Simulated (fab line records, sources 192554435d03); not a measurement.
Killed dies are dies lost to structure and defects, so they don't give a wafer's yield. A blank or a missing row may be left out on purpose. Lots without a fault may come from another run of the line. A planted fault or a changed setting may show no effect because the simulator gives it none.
Chamber matching | flow n5_finfet | N5_BEOL_M2_PECVD_72 on pecvd-01: 3 sister chambers
The step deposits SiO2 from TEOS/O2, target thk 16 nm, time 18 s. 17 wafers are shown with their chamber, then 8 later ones without.

WAFERS WITH THEIR CHAMBER
wafer  | chamber | throttle_valve_pct (%) | showerhead_plenum_p_Torr (Torr) | heater_power_w (W)
L167.2 | 2       | 20.5                   | 8.80                            | 590
L167.5 | 2       | 20.5                   | 8.78                            | 588
L167.6 | 1       | 25.2                   | 8.74                            | 581
L171.4 | 2       | 20.4                   | 8.77                            | 564
L171.6 | 1       | 25.1                   | 8.73                            | 717
L177.2 | 2       | 20.4                   | 8.80                            | 666
L177.3 | 1       | 25.0                   | 8.72                            | 705
L177.6 | 0       | 22.2                   | 8.78                            | 867
L180.1 | 1       | 24.9                   | 8.73                            | 698
L180.4 | 1       | 24.7                   | 8.74                            | 705
L180.6 | 2       | 20.3                   | 8.79                            | 518
L181.1 | 0       | 22.2                   | 8.79                            | 887
L181.3 | 1       | 24.6                   | 8.74                            | 696
L181.4 | 1       | 24.9                   | 8.73                            | 701
L182.2 | 1       | 24.8                   | 8.72                            | 666
L182.4 | 2       | 20.4                   | 8.78                            | 643
L182.6 | 0       | 22.2                   | 8.78                            | 752

SIGNATURES (means of the wafers above)
reading                  | chamber 0 | chamber 1 | chamber 2 | scatter within a chamber
throttle_valve_pct       | 22.200    | 24.900    | 20.417    | 0.148
showerhead_plenum_p_Torr | 8.7833    | 8.7313    | 8.7867    | 0.00959
heater_power_w           | 835.33    | 683.62    | 594.83    | 52.4
Rule: a wafer's distance from a chamber is the root of the sum, over the readings, of the square of ((its reading less the chamber's mean) divided by the reading's scatter). The wafer belongs to the nearest chamber; if the next one is less than 2 further off, it can't be placed. The scatter: the root of (the sum of the squares of (reading less its chamber's mean) over the shown wafers, divided by (wafers less chambers)).

WAFERS WITHOUT THEIR CHAMBER
wafer  | throttle_valve_pct (%) | showerhead_plenum_p_Torr (Torr) | heater_power_w (W)
L184.2 | 20.8                   | 8.77                            | 569
L184.3 | 22.4                   | 8.75                            | 807
L184.5 | 20.4                   | 8.79                            | 569
L185.2 | 24.6                   | 8.73                            | 699
L185.4 | 20.2                   | 8.77                            | 639
L187.2 | 20.4                   | 8.78                            | 550
L187.3 | 20.4                   | 8.75                            | 548
L187.6 | 20.5                   | 8.77                            | 563

WHICH CHAMBER EACH WENT THROUGH
wafer  | from the rows above | in truth
L184.2 | 2                   | 2
L184.3 | 0                   | 0
L184.5 | 2                   | 2
L185.2 | 1                   | 1
L185.4 | 2                   | 2
L187.2 | 2                   | 2
L187.3 | 2                   | 2
L187.6 | 2                   | 2
Placed correctly: 8 of 8. Can't be placed from these rows: 0. Placed wrongly: 0.
